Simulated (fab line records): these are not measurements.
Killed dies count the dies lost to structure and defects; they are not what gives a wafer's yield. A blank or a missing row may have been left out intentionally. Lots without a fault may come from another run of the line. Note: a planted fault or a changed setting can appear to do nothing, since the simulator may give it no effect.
fab line records    flow nandHarc
record: lots: 6  wafers: 18  lastDay: 23
route steps=1159 shown P_GATE@143 END@1159
lots that met no fault: taken from a fault-free run of the same line
startH: start of the lot's first displayed wafer, in hours after the record's first day    waitH: hours since the lot's step before    " as in the row above    L1.1+2: a single row standing in for several wafers    - either no value or no given start    * or withheld: withheld    < > ~ a bound
route shown NAME@n: names a module that has steps shown in the file, with the first one's number in the route    usual: mean/standard deviation taken from wafers without a fault    same: alike in all rows    chamber/n: place in a boat    sites: each site's reading    _std_site: their standard deviation    _edge_site: outer sites' mean less inner sites'    radiusMm: for every site, how far away it sits from the centre of the wafer    mask NAME#n: copy n    behind: tool/chamber where the wafer was last shaped    hold: what put the lot on hold/how long, in hours/how the hold closed    device: whichever transistor did not switch (one of n, p or np)    end of line: the tests these same wafers got at the end of their route    a step without rows: its recipe alone    killed: not the wafer's yield, but the dies lost to structure and defects at the first sort    map: the dies of a wafer, with x for killed, . for not killed, _ for no die there
set.NAME: setting as actually run; set.NAME@STEP: the setting as run at that earlier step    model.NAME: the simulator's own value behind a step, which no gauge read
certain route steps with their lots: each step a table, each wafer a row
services: when a tool's chamber went out of use (startH, in hours from the record's first day, below 0 if earlier), for how many hours, and the reason
== steps ==
step: NHARC_P_GATE_INSPECT_28
usual: rawDefectCount: 6/3.1
lot.wafer  tool              chamber  startH  waitH  rawDefectCount
L758.2     defectInspect-02  -        100.23  0.0    8
L758.5     "                 -        "       "      2
L758.6     "                 -        "       "      6
L761.2     defectInspect-01  -        110.82  0.1    7
L761.5     "                 -        "       "      5
L761.6     "                 -        "       "      7
L770.1     defectInspect-02  -        168.23  0.0    4
L770.3     "                 -        "       "      5
L770.6     "                 -        "       "      5
L771.3     defectInspect-01  -        176.64  0.0    8
L771.4     "                 -        "       "      5
L771.6     "                 -        "       "      4
L777.3     defectInspect-02  -        207.75  0.0    8
L777.4     "                 -        "       "      3
L777.5     "                 -        "       "      4
L776.1     defectInspect-01  -        208.26  0.0    15
L776.2     "                 -        "       "      6
L776.5     "                 -        "       "      3
step: NHARC_P_GATE_DESCUM_31
recipe: timeS: 3  o2FlowSccm: 200  arFlowSccm: 0  biasPowerW: 0  chemistry: O2
step: NHARC_P_GATE_ETCH_104
recipe: targetDepthA: 600  timeS: withheld  cf4FlowSccm: 100  chf3FlowSccm: 30  arFlowSccm: 0  rfW: 500  biasW: 200  chemistry: CF4/CHF3
usual: drypumpMotorCurrentA: 5.87/0.24  mfcArSccm: 0.002/0.0057  oesProductAu: 0.943/0.02  rfVppV: 370.2/2.5  showerheadPlenumPTorr: 1.56/0.07  throttleValvePct: 16.803/0.0097
lot.wafer  tool        chamber  startH  waitH  drypumpMotorCurrentA  mfcArSccm  oesProductAu  rfVppV  showerheadPlenumPTorr  throttleValvePct
L758.2     rieDiel-01  3        100.46  0.1    5.23                  0.004      0.935         367.2   1.49                   16.803
L758.6     "           2        "       "      6.18                  0          0.939         369.7   1.52                   16.795
L758.5     "           3        "       "      5.24                  0.004      0.926         368.4   1.49                   16.813
L761.2     rieDiel-07  3        110.97  0.1    5.72                  0.002      0.916         367.9   1.51                   16.799
L761.6     "           1        "       "      5.68                  0          0.915         373.3   1.69                   16.800
L761.5     "           2        "       "      5.97                  0          0.922         368.1   1.51                   16.803
L770.3     rieDiel-07  0        168.45  0.1    5.98                  0          0.955         371.8   1.61                   16.810
L770.1     "           1        "       "      5.64                  0          0.936         374.0   1.69                   16.798
L770.6     "           2        "       "      5.93                  0          0.958         367.3   1.51                   16.806
L771.3     rieDiel-07  1        176.78  0.1    5.68                  0          0.961         374.2   1.69                   16.803
L771.4     "           0        "       "      5.89                  0          0.966         371.6   1.61                   16.794
L771.6     "           2        "       "      5.91                  0          0.963         368.6   1.51                   16.811
L777.4     rieDiel-03  0        207.95  0.1    5.83                  0          0.925         370.7   1.57                   16.784
L777.3     "           1        "       "      6.08                  0          0.933         367.9   1.47                   16.805
L777.5     "           0        "       "      5.83                  0          0.929         371.1   1.57                   16.813
L776.2     rieDiel-03  2        208.47  0.1    6.31                  0.025      0.950         367.3   1.48                   16.800
L776.1     "           3        "       "      6.16                  0          0.950         371.8   1.57                   16.808
L776.5     "           1        "       "      6.06                  0          0.943         367.0   1.47                   16.812
step: NHARC_P_GATE_HM_OPEN_105
recipe: targetDepthA: 3600  o2FlowSccm: 400  cosFlowSccm: 20  arFlowSccm: 0  rfW: 500  biasW: 300  chemistry: O2/COS
usual: cosFlowSccm: 20.01/0.057  drypumpMotorCurrentA: 5.89/0.22  mfcArSccm: 0.002/0.006  oesProductAu: 0.995/0.01  rfVppV: 466/3.1  showerheadPlenumPTorr: 3.09/0.14  throttleValvePct: 28.330/0.0091
lot.wafer  tool        chamber  startH  waitH  cosFlowSccm  drypumpMotorCurrentA  mfcArSccm  oesProductAu  rfHoursCounterH  rfVppV  showerheadPlenumPTorr  throttleValvePct
L758.2     rieDiel-01  0        -       -      20.02        6.07                  0.009      0.993         50               471     3.24                   28.339
L758.6     "           0        "       "      20.01        6.07                  0.009      0.989         -                471     3.24                   28.310
L758.5     "           1        "       "      20.14        5.86                  0          1.014         -                467     3.06                   28.326
L761.2     rieDiel-07  3        -       -      20.06        5.71                  0.002      0.995         12               463     2.99                   28.327
L761.5     "           0        "       "      19.99        5.92                  0          1.003         -                468     3.19                   28.328
L761.6     "           1        "       "      19.90        5.70                  0          0.986         -                471     3.35                   28.336
L770.1     rieDiel-07  1        -       -      20.06        5.71                  0          0.989         16               470     3.35                   28.339
L770.3     "           2        "       "      19.90        5.92                  0          1.001         19               464     2.99                   28.332
L770.6     "           0        "       "      20.06        5.94                  0          0.992         -                470     3.19                   28.338
L771.4     rieDiel-07  1        -       -      20.04        5.66                  0          0.991         17               472     3.35                   28.336
L771.3     "           2        "       "      19.99        5.92                  0          0.997         19               465     2.99                   28.333
L771.6     "           1        "       "      20.15        5.65                  0          0.981         -                472     3.35                   28.344
L777.3     rieDiel-03  1        -       -      20.01        6.08                  0          0.992         48               462     2.91                   28.334
L777.4     "           2        "       "      20.10        6.32                  0.025      0.990         53               463     2.93                   28.319
L777.5     "           1        "       "      20.02        6.09                  0          0.988         -                462     2.91                   28.348
L776.1     rieDiel-03  2        -       -      20.08        6.30                  0.025      0.995         53               464     2.93                   28.330
L776.2     "           3        "       "      20.01        6.16                  0          0.991         57               468     3.12                   28.324
L776.5     "           2        "       "      20.04        6.32                  0.025      0.990         -                462     2.93                   28.319
step: NHARC_P_GATE_STRIP_106
recipe: o2FlowSccm: 400  cosFlowSccm: 20  arFlowSccm: 0  biasW: 0  chemistry: O2/COS
step: NHARC_P_GATE_ETCH_114
recipe: targetDepthA: 300  overetchA: 30  timeS: 16.5  ionEnergyEv: 100  cf4FlowSccm: 80  o2FlowSccm: 20  arFlowSccm: 0  rfW: 300  biasW: 100  chemistry: CF4/O2
usual: drypumpMotorCurrentA: 5.87/0.24  mfcArSccm: 0.002/0.0057  oesProductAu: 0.996/0.01  rfVppV: 197.6/1.5  showerheadPlenumPTorr: 1.32/0.061  throttleValvePct: 13.398/0.0087
lot.wafer  tool        chamber  startH  waitH  drypumpMotorCurrentA  mfcArSccm  oesProductAu  rfHoursCounterH  rfVppV  showerheadPlenumPTorr  throttleValvePct
L758.2     rieDiel-01  0        -       -      6.06                  0.009      0.981         50               198.3   1.39                   13.403
L758.6     "           1        "       "      5.84                  0          1.012         -                197.5   1.31                   13.393
L758.5     "           2        "       "      6.18                  0          1.003         -                197.1   1.29                   13.396
L761.2     rieDiel-07  2        -       -      5.94                  0          0.998         11               197.9   1.28                   13.397
L761.5     "           0        "       "      5.97                  0          0.997         -                199.4   1.37                   13.397
L761.6     "           1        "       "      5.66                  0          0.987         -                201.1   1.44                   13.400
L770.3     rieDiel-07  1        -       -      5.63                  0          0.976         16               199.7   1.43                   13.417
L770.1     "           2        "       "      5.95                  0          1.001         19               196.2   1.28                   13.384
L770.6     "           2        "       "      5.92                  0          1.002         -                196.1   1.28                   13.408
L771.3     rieDiel-07  2        -       -      5.92                  0          1.002         19               198.8   1.28                   13.404
L771.4     "           0        "       "      5.95                  0          1.009         20               199.3   1.36                   13.398
L771.6     "           3        "       "      5.73                  0.002      0.992         -                196.1   1.28                   13.396
L777.4     rieDiel-03  0        -       -      5.83                  0          0.987         57               197.1   1.33                   13.399
L777.3     "           1        "       "      6.05                  0          0.985         48               196.6   1.24                   13.403
L777.5     "           3        "       "      6.16                  0          0.997         -                196.3   1.33                   13.392
L776.2     rieDiel-03  0        -       -      5.85                  0          0.975         58               198.1   1.33                   13.391
L776.1     "           2        "       "      6.31                  0.025      1.009         53               194.3   1.25                   13.385
L776.5     "           3        "       "      6.16                  0          0.997         -                198.2   1.33                   13.387
step: NHARC_P_GATE_ETCH_32
recipe: targetDepthA: 1500  overEtchFrac: 1  overEtchIonEnergyEv: 40  timeS: 100.1  hbrFlowSccm: 150  cl2FlowSccm: 50  rfW: 400  icpW: 400  biasW: 100  chemistry: HBr/Cl2
usual: drypumpMotorCurrentA: 5.8/0.48  mfcCl2Sccm: 50.00/0.16  oesProductAu: 0.998/0.01  throttleValvePct: 26.406/0.0088
lot.wafer  tool      chamber  startH  waitH  drypumpMotorCurrentA  mfcCl2Sccm  oesProductAu  rfHoursCounterH  throttleValvePct
L758.2     rieSi-01  0        100.88  -      5.8                   50.08       0.983         1.2              26.401
L758.6     "         1        "       "      4.9                   50.08       1.016         -                26.396
L758.5     "         2        "       "      5.3                   50.14       1.000         -                26.406
L761.2     rieSi-01  3        111.39  -      5.7                   50.34       1.001         1.0              26.398
L761.5     "         2        "       "      5.3                   49.80       0.992         -                26.408
L761.6     "         3        "       "      5.7                   50.21       1.003         -                26.409
L770.3     rieSi-03  2        168.82  -      5.4                   49.79       0.983         0.1              26.412
L770.1     "         3        "       "      5.8                   49.80       0.988         0.0              26.412
L770.6     "         3        "       "      5.8                   50.11       0.976         -                26.407
L771.3     rieSi-05  3        177.17  -      6.2                   49.93       0.993         1.0              26.398
L771.4     "         0        "       "      5.9                   50.03       0.995         0.9              26.415
L771.6     "         2        "       "      6.7                   49.83       0.995         -                26.408
L777.4     rieSi-01  1        208.37  -      4.9                   49.75       1.019         0.5              26.408
L777.3     "         2        "       "      5.3                   49.80       1.007         0.6              26.419
L777.5     "         1        "       "      4.9                   50.07       1.018         -                26.415
L776.2     rieSi-05  2        208.85  -      6.7                   50.24       1.009         1.3              26.414
L776.1     "         3        "       "      6.2                   49.86       0.996         1.3              26.395
L776.5     "         1        "       "      5.6                   50.30       0.995         -                26.406
step: NHARC_P_GATE_STRIP_108
recipe: o2FlowSccm: 500  arFlowSccm: 0  biasW: 0  chemistry: O2
step: NHARC_P_GATE_CD_MEAS_33
usual: cdNm: 119.7/2.7
lot.wafer  tool      chamber  startH  waitH  cdNm
L758.2     cdSem-03  -        101.23  -      123.5
L758.5     "         -        "       "      122.9
L758.6     "         -        "       "      123.2
L761.2     cdSem-02  -        111.71  -      116.7
L761.5     "         -        "       "      122.0
L761.6     "         -        "       "      118.2
L770.1     cdSem-03  -        169.16  -      117.3
L770.3     "         -        "       "      118.4
L770.6     "         -        "       "      119.3
L771.3     cdSem-03  -        177.50  -      120.9
L771.4     "         -        "       "      118.8
L771.6     "         -        "       "      119.1
L777.3     cdSem-03  -        208.70  -      120.2
L777.4     "         -        "       "      123.5
L777.5     "         -        "       "      122.4
L776.1     cdSem-02  -        209.17  -      121.9
L776.2     "         -        "       "      120.4
L776.5     "         -        "       "      127.7
step: NHARC_P_GATE_STRIP_35
recipe: timeS: 600  tempC: 130  chemistry: SPM
step: NHARC_P_GATE_PRECLEAN_73
recipe: timeS: *  tempC: 50  bathAgeMin: 0  chemistry: SC1
step: NHARC_P_GATE_SRD_74
step: NHARC_P_GATE_ALD_36
recipe: targetThkA: 200  pulseTimeS: 60  aldCycles: 223  tempC: 400  material: SiNx
usual: aldCycles: 223/0  heaterPowerOuterW: 520/62  heaterPowerW: 859/85  precursorPulseHeightRel: 1.000/0.018
lot.wafer  tool       chamber  startH  waitH  aldCycles  heaterPowerOuterW  heaterPowerW  precursorPulseHeightRel
L758.2     aldSin-02  1        104.50  -      223        553                860           1.013
L758.5     "          0        107.31  -      223        512                805           0.981
L758.6     "          1        108.72  -      223        559                838           1.006
L761.2     aldSin-01  0        115.31  -      223        508                890           0.979
L761.6     "          1        116.36  -      223        474                834           1.011
L761.5     "          2        117.40  -      223        509                921           0.978
L770.1     aldSin-01  0        169.63  -      251        502                873           1.000
L770.3     "          2        171.72  -      251        492                876           1.023
L770.6     "          1        174.85  -      251        472                799           1.006
L771.4     aldSin-01  3        177.95  -      251        441                702           0.995
L771.3     "          1        180.09  -      251        460                819           0.961
L771.6     "          3        182.23  -      251        455                739           0.986
L777.4     aldSin-02  2        211.28  -      223        545                838           0.991
L777.3     "          3        212.34  -      223        440                772           1.010
L777.5     "          1        214.46  -      223        557                861           1.017
L776.1     aldSin-03  1        211.71  -      223        516                856           0.975
L776.2     "          2        212.75  -      223        461                832           1.017
L776.5     "          3        213.79  -      223        538                893           0.993
step: NHARC_P_GATE_ETCHBACK_37
recipe: targetDepthA: 345  timeS: 17.2  chf3FlowSccm: 50  o2FlowSccm: 10  arFlowSccm: 200  rfW: 500  biasW: 200  chemistry: CHF3/O2
usual: drypumpMotorCurrentA: 5.88/0.23  mfcArSccm: 200.0/0.7  oesProductAu: 0.95/0.034  rfVppV: 370.2/2.4  showerheadPlenumPTorr: 2.38/0.11  throttleValvePct: 20.571/0.009
lot.wafer  tool        chamber  startH  waitH  drypumpMotorCurrentA  mfcArSccm  oesProductAu  rfHoursCounterH  rfVppV  showerheadPlenumPTorr  throttleValvePct
L758.2     rieDiel-07  0        -       -      5.91                  200.2      0.92          12               371.5   2.46                   20.581
L758.5     "           0        "       "      5.96                  200.4      0.91          -                372.6   2.46                   20.560
L758.6     "           1        "       "      5.64                  199.3      0.92          -                374.9   2.58                   20.559
L761.2     rieDiel-07  0        -       -      5.94                  199.9      0.93          13               370.7   2.46                   20.585
L761.5     "           3        "       "      5.70                  200.8      0.91          -                368.7   2.30                   20.586
L761.6     "           0        "       "      5.94                  199.8      0.93          -                373.5   2.46                   20.578
L770.3     rieDiel-07  1        -       -      5.67                  199.7      0.93          17               373.4   2.58                   20.577
L770.1     "           0        "       "      5.95                  200.5      0.94          20               372.1   2.45                   20.564
L770.6     "           2        "       "      5.97                  201.0      0.95          -                369.0   2.30                   20.556
L771.4     rieDiel-07  0        -       -      5.92                  200.6      0.93          21               371.5   2.45                   20.572
L771.3     "           3        "       "      5.70                  200.1      0.91          22               369.0   2.30                   20.581
L771.6     "           1        "       "      5.67                  200.2      0.91          -                373.5   2.58                   20.568
L777.3     rieDiel-01  0        -       -      6.09                  200.1      0.98          27               371.6   2.48                   20.566
L777.4     "           1        "       "      5.86                  200.6      0.99          27               370.2   2.34                   20.563
L777.5     "           1        "       "      5.85                  199.9      1.00          -                369.8   2.34                   20.573
L776.1     rieDiel-01  2        -       -      6.19                  200.0      1.00          29               369.2   2.31                   20.581
L776.2     "           3        "       "      5.21                  199.6      1.00          30               366.4   2.25                   20.571
L776.5     "           1        "       "      5.85                  199.2      0.99          -                370.0   2.34                   20.568
step: NHARC_END_SORT_01
recipe: tempC: 25
usual: killedAtArray: 27/9.3  killedAtOther: 0.9/1.3  killedAtPeriphery: 3.6/2.7  killedDies: 31/9.7  killedOpen: 3.3/1.8  killedShort: 2.0/1.5
same: grossDies: 677
lot.wafer  tool       chamber  startH  waitH  killedAtArray  killedAtOther  killedAtPeriphery  killedDies  killedOpen  killedShort
L758.2     prober-01  0        463.07  2.8    32             0              12                 44          2           2
L758.5     prober-01  0        465.46  3.7    35             1              6                  42          3           3
L758.6     prober-01  0        466.25  4.0    29             0              13                 42          4           1
L776.1     prober-01  0        556.58  2.5    14             1              2                  17          3           2
L776.2     prober-01  0        557.39  2.8    15             0              2                  17          2           2
L776.5     prober-01  0        559.81  3.7    15             1              3                  19          0           1
killed by level:class
L758.2 A_SLIT:chamberFilmFlake=11 A_CHANNEL_HOLE_D1:chamberFilmFlake=10 P_CONTACT:chamberFilmFlake=6 A_CONTACT:chamberFilmFlake=6 A_STAIRCASE:chamberFilmFlake=3 P_M1:chamberFilmFlake=2 P_STI:geometricParticle:short=1 P_GATE:geometricParticle:open=1
L758.5 A_CHANNEL_HOLE_D1:chamberFilmFlake=13 A_SLIT:chamberFilmFlake=9 A_STAIRCASE:chamberFilmFlake=5 A_CONTACT:chamberFilmFlake=4 P_CONTACT:chamberFilmFlake=3 P_M1:chamberFilmFlake=2 P_CONTACT:geometricParticle:open=1 A_SGD_CUT:geometricParticle:open=1
L758.6 A_CHANNEL_HOLE_D1:chamberFilmFlake=11 P_M1:chamberFilmFlake=7 A_STAIRCASE:chamberFilmFlake=6 A_SLIT:chamberFilmFlake=6 P_CONTACT:chamberFilmFlake=5 A_CONTACT:geometricParticle:open=2 A_WL_FILL:chamberFilmFlake=2 P_CONTACT:geometricParticle:open=1
L776.1 A_CHANNEL_HOLE_D1:chamberFilmFlake=6 A_BLC:geometricParticle:open=2 A_STAIRCASE:chamberFilmFlake=2 A_ONON_D1:geometricParticle:short=1 A_CONTACT:geometricParticle:open=1 A_CONTACT:geometricParticle:short=1 P_STI:chamberFilmFlake=1 P_GATE:chamberFilmFlake=1
L776.2 A_CONTACT:chamberFilmFlake=6 A_CHANNEL_HOLE_D1:chamberFilmFlake=2 A_STAIRCASE:chamberFilmFlake=2 P_CONTACT:geometricParticle:open=1 A_ONON_D1:geometricParticle:short=1 A_CONTACT:geometricParticle:short=1 A_M0:geometricParticle:open=1 P_STI:chamberFilmFlake=1
L776.5 A_CHANNEL_HOLE_D1:chamberFilmFlake=6 A_CONTACT:chamberFilmFlake=5 P_STI:chamberFilmFlake=3 A_STAIRCASE:chamberFilmFlake=3 A_WL_FILL:geometricParticle:short=1 THIN_TSV:chamberFilmFlake=1
== services ==
tool        chamber  startH  hours  kind
rieDiel-07  0        84.72   -      clean
rieDiel-07  1        84.72   -      clean
rieDiel-07  2        84.72   -      clean
rieDiel-07  3        84.72   -      clean
rieDiel-03  1        84.83   17.2   repair
aldSin-02   2        96.37   9.8    repair
aldSin-01   1        104.99  5.9    repair
aldSin-03   -        108.85  10.0   pm
rieDiel-07  0        109.22  -      clean
rieDiel-07  1        109.22  -      clean
rieDiel-07  2        109.22  -      clean
rieDiel-07  3        109.22  -      clean
rieDiel-07  2        113.00  2.9    repair
rieSi-01    -        127.00  9.0    pm
rieSi-01    0        136.12  1.8    repair
rieDiel-01  -        137.85  9.0    pm
aldSin-01   2        149.39  6.2    repair
aldSin-01   -        149.98  10.0   pm
rieSi-05    -        150.63  2.7    repair
rieSi-03    -        155.00  9.0    pm
rieDiel-07  3        195.50  2.0    repair
aldSin-01   0        196.82  16.6   repair
rieDiel-01  0        202.67  1.4    repair
rieDiel-03  -        215.30  9.0    pm
== key ==
firstSign: step: NHARC_P_GATE_ALD_36  reading: aldCycles  direction: up  sigmas: 99+  usual: 223  struck: 251
effect none on later readings
metAt NHARC_P_GATE_ALD_36
struckWafers L770.1,L770.3,L770.6,L771.3,L771.4,L771.6
testerLeftOut L770,L771
onsetBetween 115.31 169.63
fault: kind: processParameterDrift  tool: aldSin-01  chamber: -  onsetH: 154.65  steps: NHARC_P_GATE_ALD_36  channel: aldCycles  offset: 28  shape: step  endH: 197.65  stated: 223
testerLeftOut: of these lots the tester's yield and bins aren't shown, on N5 and GAA mostly nor the transistor test; their killed dies are dies lost to structure and defects alone, not to doping, threshold or leakage, so they don't give the yield
